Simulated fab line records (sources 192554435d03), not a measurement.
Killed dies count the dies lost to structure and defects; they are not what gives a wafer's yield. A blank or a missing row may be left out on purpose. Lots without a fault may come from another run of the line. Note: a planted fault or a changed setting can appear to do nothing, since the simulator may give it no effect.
Which tool did it? || flow n5_finfet || 10 lots with 30 wafers sampled at 6 steps, on a route of 1938 steps

== WHAT EACH GAUGE READ, for each wafer ==
N5_BEOL_M0_SAQP_CD_MEAS_14 targets a cd of 42.5 nm.
{"lot": "L710", "measured": "day 5 15:44", "on": "cd_sem-02", "cd_nm (nm)": "42.7 42.6 42.5"}
{"lot": "L712", "measured": "day 6 09:12", "on": "cd_sem-03", "cd_nm (nm)": "42.7 42.1 42.9"}
{"lot": "L714", "measured": "day 6 18:49", "on": "cd_sem-03", "cd_nm (nm)": "42.5 42.0 42.2"}
{"lot": "L718", "measured": "day 7 16:02", "on": "cd_sem-02", "cd_nm (nm)": "43.1 43.0 42.9"}
{"lot": "L722", "measured": "day 9 00:52", "on": "cd_sem-02", "cd_nm (nm)": "49.5 49.0 48.9"}
{"lot": "L723", "measured": "day 9 01:51", "on": "cd_sem-02", "cd_nm (nm)": "49.7 49.0 48.8"}
{"lot": "L724", "measured": "day 9 06:59", "on": "cd_sem-03", "cd_nm (nm)": "47.7 47.7 47.7"}
{"lot": "L729", "measured": "day 10 12:22", "on": "cd_sem-01", "cd_nm (nm)": "42.5 42.1 42.2"}
{"lot": "L730", "measured": "day 10 15:55", "on": "cd_sem-02", "cd_nm (nm)": "41.6 42.2 42.1"}
{"lot": "L732", "measured": "day 11 06:59", "on": "cd_sem-02", "cd_nm (nm)": "41.4 42.3 42.2"}

N5_BEOL_M0_SAQP_INSPECT_16: inspects for defects (brightfield).
{"lot": "L710", "measured": "day 5 15:47", "on": "defect_inspect-02", "raw_defect_count": "589 451 479"}
{"lot": "L712", "measured": "day 6 09:15", "on": "defect_inspect-02", "raw_defect_count": "718 774 583"}
{"lot": "L714", "measured": "day 6 18:52", "on": "defect_inspect-02", "raw_defect_count": "383 523 591"}
{"lot": "L718", "measured": "day 7 16:05", "on": "defect_inspect-01", "raw_defect_count": "491 538 529"}
{"lot": "L722", "measured": "day 9 00:55", "on": "defect_inspect-02", "raw_defect_count": "545 823 514"}
{"lot": "L723", "measured": "day 9 01:55", "on": "defect_inspect-02", "raw_defect_count": "451 449 327"}
{"lot": "L724", "measured": "day 9 07:02", "on": "defect_inspect-01", "raw_defect_count": "453 430 494"}
{"lot": "L729", "measured": "day 10 12:25", "on": "defect_inspect-02", "raw_defect_count": "689 523 573"}
{"lot": "L730", "measured": "day 10 15:58", "on": "defect_inspect-01", "raw_defect_count": "341 530 338"}
{"lot": "L732", "measured": "day 11 07:02", "on": "defect_inspect-01", "raw_defect_count": "478 427 461"}

N5_BEOL_M4_RC_MEAS_101.
{"lot": "L710", "measured": "day 8 11:19", "on": "prober-02", "DIBL_N (mV/V)": "35.0 38.2 34.7", "DIBL_P (mV/V)": "34.6 37.9 35.4", "IOFF_N (nA/um)": "0.13 0.20 0.14", "IOFF_P (nA/um)": "0.15 0.20 0.17", "ION_N (uA/um)": "660 669 677", "ION_P (uA/um)": "449 449 458", "SS_N (mV/dec)": "71.1 71.7 71.3", "SS_P (mV/dec)": "72.9 72.7 73.3", "VT_N (mV)": "250 247 250", "VT_P (mV)": "-255 -252 -252"}
{"lot": "L712", "measured": "day 9 01:17", "on": "prober-02", "DIBL_N (mV/V)": "37.6 39.2 36.5", "DIBL_P (mV/V)": "37.9 37.8 35.9", "IOFF_N (nA/um)": "0.18 0.22 0.16", "IOFF_P (nA/um)": "0.26 0.26 0.22", "ION_N (uA/um)": "673 693 664", "ION_P (uA/um)": "465 466 460", "SS_N (mV/dec)": "71.8 72.8 72.1", "SS_P (mV/dec)": "73.4 73.0 73.3", "VT_N (mV)": "248 245 251", "VT_P (mV)": "-248 -245 -249"}
{"lot": "L714", "measured": "day 9 17:16", "on": "prober-01", "DIBL_N (mV/V)": "37.4 36.9 35.6", "DIBL_P (mV/V)": "40.0 38.2 36.7", "IOFF_N (nA/um)": "0.20 0.19 0.16", "IOFF_P (nA/um)": "0.25 0.23 0.20", "ION_N (uA/um)": "686 676 679", "ION_P (uA/um)": "475 465 457", "SS_N (mV/dec)": "72.4 72.2 71.0", "SS_P (mV/dec)": "73.3 74.3 73.1", "VT_N (mV)": "244 249 251", "VT_P (mV)": "-247 -250 -250"}
{"lot": "L718", "measured": "day 10 08:16", "on": "prober-01", "DIBL_N (mV/V)": "37.8 37.4 34.0", "DIBL_P (mV/V)": "36.8 36.3 32.8", "IOFF_N (nA/um)": "0.16 0.15 0.11", "IOFF_P (nA/um)": "0.21 0.21 0.17", "ION_N (uA/um)": "684 691 676", "ION_P (uA/um)": "460 472 471", "SS_N (mV/dec)": "71.1 71.6 70.4", "SS_P (mV/dec)": "73.3 72.7 71.9", "VT_N (mV)": "252 251 254", "VT_P (mV)": "-249 -248 -253"}
{"lot": "L722", "measured": "day 12 12:49", "on": "prober-02", "DIBL_N (mV/V)": "35.6 37.1 35.7", "DIBL_P (mV/V)": "36.8 37.6 36.7", "IOFF_N (nA/um)": "0.16 0.16 0.15", "IOFF_P (nA/um)": "0.22 0.22 0.20", "ION_N (uA/um)": "680 672 670", "ION_P (uA/um)": "468 462 461", "SS_N (mV/dec)": "70.9 71.2 71.6", "SS_P (mV/dec)": "74.1 74.2 73.6", "VT_N (mV)": "248 251 254", "VT_P (mV)": "-249 -251 -253"}
{"lot": "L723", "measured": "day 12 00:20", "on": "prober-01", "DIBL_N (mV/V)": "40.5 38.5 37.3", "DIBL_P (mV/V)": "39.0 37.2 35.0", "IOFF_N (nA/um)": "0.22 0.19 0.15", "IOFF_P (nA/um)": "0.26 0.23 0.20", "ION_N (uA/um)": "682 686 665", "ION_P (uA/um)": "466 472 460", "SS_N (mV/dec)": "72.9 70.8 70.8", "SS_P (mV/dec)": "73.8 73.6 72.8", "VT_N (mV)": "247 245 253", "VT_P (mV)": "-248 -249 -251"}
{"lot": "L724", "measured": "day 11 19:28", "on": "prober-01", "DIBL_N (mV/V)": "36.9 38.3 36.3", "DIBL_P (mV/V)": "35.2 38.0 35.0", "IOFF_N (nA/um)": "0.15 0.19 0.15", "IOFF_P (nA/um)": "0.19 0.24 0.20", "ION_N (uA/um)": "676 684 675", "ION_P (uA/um)": "461 464 460", "SS_N (mV/dec)": "71.7 71.8 71.7", "SS_P (mV/dec)": "72.9 74.0 73.7", "VT_N (mV)": "250 248 251", "VT_P (mV)": "-250 -249 -251"}
{"lot": "L729", "measured": "day 13 04:33", "on": "prober-02", "DIBL_N (mV/V)": "36.8 36.7 37.4", "DIBL_P (mV/V)": "35.1 36.2 36.5", "IOFF_N (nA/um)": "0.17 0.17 0.21", "IOFF_P (nA/um)": "0.22 0.24 0.25", "ION_N (uA/um)": "677 682 691", "ION_P (uA/um)": "458 469 470", "SS_N (mV/dec)": "71.2 72.7 72.2", "SS_P (mV/dec)": "73.7 73.2 73.4", "VT_N (mV)": "248 248 244", "VT_P (mV)": "-248 -248 -245"}
{"lot": "L730", "measured": "day 13 12:39", "on": "prober-02", "DIBL_N (mV/V)": "36.7 37.6 36.4", "DIBL_P (mV/V)": "38.0 39.6 37.7", "IOFF_N (nA/um)": "0.19 0.22 0.18", "IOFF_P (nA/um)": "0.22 0.26 0.22", "ION_N (uA/um)": "684 690 685", "ION_P (uA/um)": "462 462 462", "SS_N (mV/dec)": "71.4 72.2 72.3", "SS_P (mV/dec)": "73.8 73.6 73.1", "VT_N (mV)": "247 247 248", "VT_P (mV)": "-250 -249 -250"}
{"lot": "L732", "measured": "day 13 22:26", "on": "prober-02", "DIBL_N (mV/V)": "35.6 33.3 37.0", "DIBL_P (mV/V)": "36.9 32.9 37.7", "IOFF_N (nA/um)": "0.16 0.11 0.18", "IOFF_P (nA/um)": "0.19 0.15 0.22", "ION_N (uA/um)": "669 655 678", "ION_P (uA/um)": "460 453 459", "SS_N (mV/dec)": "71.8 71.8 72.6", "SS_P (mV/dec)": "73.2 73.2 73.6", "VT_N (mV)": "251 257 248", "VT_P (mV)": "-253 -255 -250"}

== EACH LOT AND THE TOOL THAT RAN IT (in order: tool; ch and the chambers of the sampled wafers; start) ==
{"lot": "L710", "N5_MOL_CONTACT_COAG_CMP_52": "cmp-04 ch 0,3, day 5 10:45", "N5_BEOL_M0_SAQP_PECVD_03": "pecvd-02 ch 0,2, day 5 15:10", "N5_BEOL_M0_SAQP_PEB_12": "litho_track-05 ch 0, day 5 15:40"}
{"lot": "L712", "N5_MOL_CONTACT_COAG_CMP_52": "cmp-04 ch 0,1,3, day 6 03:29", "N5_BEOL_M0_SAQP_PECVD_03": "pecvd-02 ch 0,1, day 6 08:29", "N5_BEOL_M0_SAQP_PEB_12": "litho_track-01 ch 0, day 6 09:08"}
{"lot": "L714", "N5_MOL_CONTACT_COAG_CMP_52": "cmp-01 ch 0,3, day 6 12:19", "N5_BEOL_M0_SAQP_PECVD_03": "pecvd-03 ch 1,2, day 6 18:13", "N5_BEOL_M0_SAQP_PEB_12": "litho_track-02 ch 0, day 6 18:44"}
{"lot": "L718", "N5_MOL_CONTACT_COAG_CMP_52": "cmp-04 ch 0,1,3, day 7 10:25", "N5_BEOL_M0_SAQP_PECVD_03": "pecvd-03 ch 0,2, day 7 15:20", "N5_BEOL_M0_SAQP_PEB_12": "litho_track-01 ch 0, day 7 15:58"}
{"lot": "L722", "N5_MOL_CONTACT_COAG_CMP_52": "cmp-02 ch 0,3, day 8 18:10", "N5_BEOL_M0_SAQP_PECVD_03": "pecvd-02 ch 0,2, day 9 00:04", "N5_BEOL_M0_SAQP_PEB_12": "litho_track-01 ch 0, day 9 00:47"}
{"lot": "L723", "N5_MOL_CONTACT_COAG_CMP_52": "cmp-01 ch 0,1,2, day 8 18:21", "N5_BEOL_M0_SAQP_PECVD_03": "pecvd-02 ch 0,1, day 9 01:10", "N5_BEOL_M0_SAQP_PEB_12": "litho_track-01 ch 0, day 9 01:47"}
{"lot": "L724", "N5_MOL_CONTACT_COAG_CMP_52": "cmp-01 ch 0,1,3, day 8 23:22", "N5_BEOL_M0_SAQP_PECVD_03": "pecvd-02 ch 0,2, day 9 06:17", "N5_BEOL_M0_SAQP_PEB_12": "litho_track-01 ch 0, day 9 06:55"}
{"lot": "L729", "N5_MOL_CONTACT_COAG_CMP_52": "cmp-04 ch 1,2,3, day 10 07:05", "N5_BEOL_M0_SAQP_PECVD_03": "pecvd-01 ch 0,2, day 10 11:42", "N5_BEOL_M0_SAQP_PEB_12": "litho_track-02 ch 0, day 10 12:17"}
{"lot": "L730", "N5_MOL_CONTACT_COAG_CMP_52": "cmp-04 ch 0,1,3, day 10 09:50", "N5_BEOL_M0_SAQP_PECVD_03": "pecvd-02 ch 0,1, day 10 15:19", "N5_BEOL_M0_SAQP_PEB_12": "litho_track-02 ch 0, day 10 15:50"}
{"lot": "L732", "N5_MOL_CONTACT_COAG_CMP_52": "cmp-01 ch 0,1,2, day 11 01:14", "N5_BEOL_M0_SAQP_PECVD_03": "pecvd-03 ch 0,1,2, day 11 06:25", "N5_BEOL_M0_SAQP_PEB_12": "litho_track-02 ch 0, day 11 06:55"}
- N5_MOL_CONTACT_COAG_CMP_52: polishes, stops on SiO2, t overpolish 1.5 s, target thk 66.5 nm.
- N5_BEOL_M0_SAQP_PECVD_03: deposits SiCN from 3MS/NH3, target thk 12 nm, time 21.1 s.
- N5_BEOL_M0_SAQP_PEB_12: peb time 60 s.

== AS READ BY THE TOOLS THEMSELVES (means over the sampled wafers that have a number; for cases with no such wafer, the mark the record gives instead) ==
N5_MOL_CONTACT_COAG_CMP_52.
{"lot": "L710", "tool": "cmp-04", "motor_current_A (A)": 13.1, "overpolish_run_s (s)": 1.505, "time_to_endpoint_s (s)": 10.9}
{"lot": "L712", "tool": "cmp-04", "motor_current_A (A)": 12.5, "overpolish_run_s (s)": 1.496, "time_to_endpoint_s (s)": 13.1}
{"lot": "L714", "tool": "cmp-01", "motor_current_A (A)": 11.6, "overpolish_run_s (s)": 1.507, "time_to_endpoint_s (s)": 11.4}
{"lot": "L718", "tool": "cmp-04", "motor_current_A (A)": 12.6, "overpolish_run_s (s)": 1.508, "time_to_endpoint_s (s)": 10.0}
{"lot": "L722", "tool": "cmp-02", "motor_current_A (A)": 11.7, "overpolish_run_s (s)": 1.499, "time_to_endpoint_s (s)": 10.7}
{"lot": "L723", "tool": "cmp-01", "motor_current_A (A)": 12.4, "overpolish_run_s (s)": 1.502, "time_to_endpoint_s (s)": 15.1}
{"lot": "L724", "tool": "cmp-01", "motor_current_A (A)": 12.1, "overpolish_run_s (s)": 1.497, "time_to_endpoint_s (s)": 13.6}
{"lot": "L729", "tool": "cmp-04", "motor_current_A (A)": 12.2, "overpolish_run_s (s)": 1.488, "time_to_endpoint_s (s)": 12.5}
{"lot": "L730", "tool": "cmp-04", "motor_current_A (A)": 13.0, "overpolish_run_s (s)": 1.506, "time_to_endpoint_s (s)": 11.3}
{"lot": "L732", "tool": "cmp-01", "motor_current_A (A)": 11.9, "overpolish_run_s (s)": 1.495, "time_to_endpoint_s (s)": 13.9}

N5_BEOL_M0_SAQP_PECVD_03.
{"lot": "L710", "tool": "pecvd-02", "chamber_pressure_Torr (Torr)": 3.007, "showerhead_plenum_p_Torr (Torr)": 3.660, "throttle_valve_pct (%)": 9.3}
{"lot": "L712", "tool": "pecvd-02", "chamber_pressure_Torr (Torr)": 2.998, "showerhead_plenum_p_Torr (Torr)": 3.662, "throttle_valve_pct (%)": 9.4}
{"lot": "L714", "tool": "pecvd-03", "chamber_pressure_Torr (Torr)": 2.995, "showerhead_plenum_p_Torr (Torr)": 3.663, "throttle_valve_pct (%)": 9.1}
{"lot": "L718", "tool": "pecvd-03", "chamber_pressure_Torr (Torr)": 3.000, "showerhead_plenum_p_Torr (Torr)": 3.650, "throttle_valve_pct (%)": 9.0}
{"lot": "L722", "tool": "pecvd-02", "chamber_pressure_Torr (Torr)": 2.998, "showerhead_plenum_p_Torr (Torr)": 3.661, "throttle_valve_pct (%)": 9.3}
{"lot": "L723", "tool": "pecvd-02", "chamber_pressure_Torr (Torr)": 3.004, "showerhead_plenum_p_Torr (Torr)": 3.664, "throttle_valve_pct (%)": 9.1}
{"lot": "L724", "tool": "pecvd-02", "chamber_pressure_Torr (Torr)": 2.998, "showerhead_plenum_p_Torr (Torr)": 3.663, "throttle_valve_pct (%)": 9.5}
{"lot": "L729", "tool": "pecvd-01", "chamber_pressure_Torr (Torr)": 2.999, "showerhead_plenum_p_Torr (Torr)": 3.662, "throttle_valve_pct (%)": 9.0}
{"lot": "L730", "tool": "pecvd-02", "chamber_pressure_Torr (Torr)": 3.002, "showerhead_plenum_p_Torr (Torr)": 3.657, "throttle_valve_pct (%)": 9.6}
{"lot": "L732", "tool": "pecvd-03", "chamber_pressure_Torr (Torr)": 2.997, "showerhead_plenum_p_Torr (Torr)": 3.659, "throttle_valve_pct (%)": 9.3}

== THE ANSWER, worked out from the rows above alone ==
Rule: the lots themselves supply what counts as usual. Put in order of their means at a reading, lots are off if they are a third of the lots or fewer, leave a main group of 4 or more, and stand apart from it by a gap of 3 or more times the standard deviation of the main group's means; of several such gaps the widest counts. If all means in a main group match to the digits the tables above print for the reading, that group is not used. Also off: a lot with no number at a reading for which 4 or more lots have one. The other lots that the step has rows for count as sound. First the gauges in route order, then the tools' own readings, where a lot's mean is used as printed above. At the first step where some lot is off, the reading lying furthest off is the one used; lots without a number count as furthest.
Off at N5_BEOL_M0_SAQP_CD_MEAS_14 (cd_nm): L722, L723, L724. Mean 42.4 nm and standard deviation 0.35 in the main group.
If a tool, at a process step before that reading, ran all the lots that are off and no sound lot after the first of them, it fits. Those tools and the gauges at N5_BEOL_M0_SAQP_CD_MEAS_14 are tried in the same way. One fits: litho_track-01 at N5_BEOL_M0_SAQP_PEB_12. A fault onset in the window from L718 (day 7 15:58, its last sound lot) to L722 (day 9 00:47, its first lot off) fits.

== WHAT HAD BEEN PUT IN BY THE SIMULATOR ==
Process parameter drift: litho_track-01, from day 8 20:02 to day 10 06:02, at N5_BEOL_M0_SAQP_PEB_12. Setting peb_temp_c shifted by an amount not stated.
Lots struck among those shown: L722, L723, L724. The rule given above showed the same thing.
